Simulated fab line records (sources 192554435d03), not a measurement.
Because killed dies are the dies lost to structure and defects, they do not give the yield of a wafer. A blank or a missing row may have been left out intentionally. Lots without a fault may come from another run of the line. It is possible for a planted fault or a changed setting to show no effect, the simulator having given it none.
The tool behind it: which one? | flow n5-finfet | 10 lots with 30 wafers sampled at 4 steps, on a route of 1938 steps

== WHAT THE GAUGES SHOWED, per wafer ==
N5_BEOL_M15_INSPECT_55: inspects for defects (darkfield).
lot  | measured     | on                | raw-defect-count
L105 | day 12 05:33 | defect-inspect-01 | 49 96 50
L106 | day 12 12:13 | defect-inspect-02 | 75 70 75
L109 | day 13 03:41 | defect-inspect-02 | 99 96 92
L112 | day 13 18:46 | defect-inspect-01 | 74 57 53
L111 | day 13 23:35 | defect-inspect-01 | 63 81 99
L115 | day 14 08:08 | defect-inspect-02 | 73 68 46
L118 | day 15 00:35 | defect-inspect-01 | 48 47 73
L121 | day 16 14:27 | defect-inspect-01 | 712 707 735
L124 | day 16 18:01 | defect-inspect-01 | 685 714 795
L127 | day 18 10:13 | defect-inspect-02 | 110 86 61

== TOOL THAT RAN EACH LOT (tool first, then ch and the chambers of the sampled wafers, then the start) ==
lot  | N5_BEOL_M15_STRIP_37                          | N5_BEOL_M15_SPUTTER_43       | N5_BEOL_M15_DEP_53
L105 | rie-diel-01 ch 0,1,3, day 12 04:17 or earlier | pvd-sputter-01, day 12 04:17 | pecvd-03 ch 0,1,2, day 12 05:28
L106 | rie-diel-01 ch 0,1, day 12 10:58 or earlier   | pvd-sputter-03, day 12 10:58 | pecvd-04 ch 0,1,2, day 12 12:08
L109 | rie-diel-01 ch 1,2,3, day 13 02:25 or earlier | pvd-sputter-02, day 13 02:25 | pecvd-04 ch 0,2, day 13 03:36
L112 | rie-diel-05 ch 0,1,3, day 13 16:52 or earlier | pvd-sputter-02, day 13 16:52 | pecvd-02 ch 1,2, day 13 18:41
L111 | rie-diel-05 ch 0,1,3, day 13 22:17 or earlier | pvd-sputter-02, day 13 22:17 | pecvd-02 ch 0,1,2, day 13 23:29
L115 | rie-diel-01 ch 0,1,2, day 14 06:52 or earlier | pvd-sputter-02, day 14 06:52 | pecvd-03 ch 1,2, day 14 08:02
L118 | rie-diel-03 ch 0,2,3, day 14 23:19 or earlier | pvd-sputter-02, day 14 23:19 | pecvd-03 ch 1,2, day 15 00:29
L121 | rie-diel-03 ch 1,2,3, day 16 12:51 or earlier | pvd-sputter-01, day 16 12:51 | pecvd-02 ch 0,1,2, day 16 14:22
L124 | rie-diel-03 ch 1,3, day 16 16:45 or earlier   | pvd-sputter-01, day 16 16:45 | pecvd-02 ch 0,1, day 16 17:56
L127 | rie-diel-03 ch 1,2, day 18 08:56 or earlier   | pvd-sputter-01, day 18 08:56 | pecvd-03 ch 0,1,2, day 18 10:08
- N5_BEOL_M15_STRIP_37: strips in O2.
- N5_BEOL_M15_SPUTTER_43: material TaN, target thk 15 nm, time 24.19 s.
- N5_BEOL_M15_DEP_53: deposits SiCN from 3MS/NH3, target thk 50 nm, time 17.8 s.

== THE ANSWER, worked out from the rows above alone ==
Rule: what is usual is taken from the lots themselves. The widest of any qualifying gaps counts: lots, ordered by their means at a reading, are off when they make up no more than a third of the lots, leave a main group of 4 or more, and stand apart from it by 3 or more times the standard deviation of that group's means. A main group whose means are all the same, to the digits that the tables above print for the reading, isn't used. Also off: a lot with no number at a reading for which 4 or more lots have one. Any other lot the step has rows for is counted as sound.
Off: L121, L124 (N5_BEOL_M15_INSPECT_55, raw-defect-count). The main group has a mean of 73 with a standard deviation of 13.
If a tool, at a process step before that reading, ran all the lots that are off and no sound lot after the first of them, it fits. Those tools and the gauges at N5_BEOL_M15_INSPECT_55 are tried in the same way. N5_BEOL_M15_STRIP_37: start missing for some lots; hours and lot order therefore follow N5_BEOL_M15_SPUTTER_43. This does not decide it: 2 tools fit, namely pecvd-02 at N5_BEOL_M15_DEP_53 and defect-inspect-01 at N5_BEOL_M15_INSPECT_55.

== WHAT WAS PUT IN BY THE SIMULATOR ==
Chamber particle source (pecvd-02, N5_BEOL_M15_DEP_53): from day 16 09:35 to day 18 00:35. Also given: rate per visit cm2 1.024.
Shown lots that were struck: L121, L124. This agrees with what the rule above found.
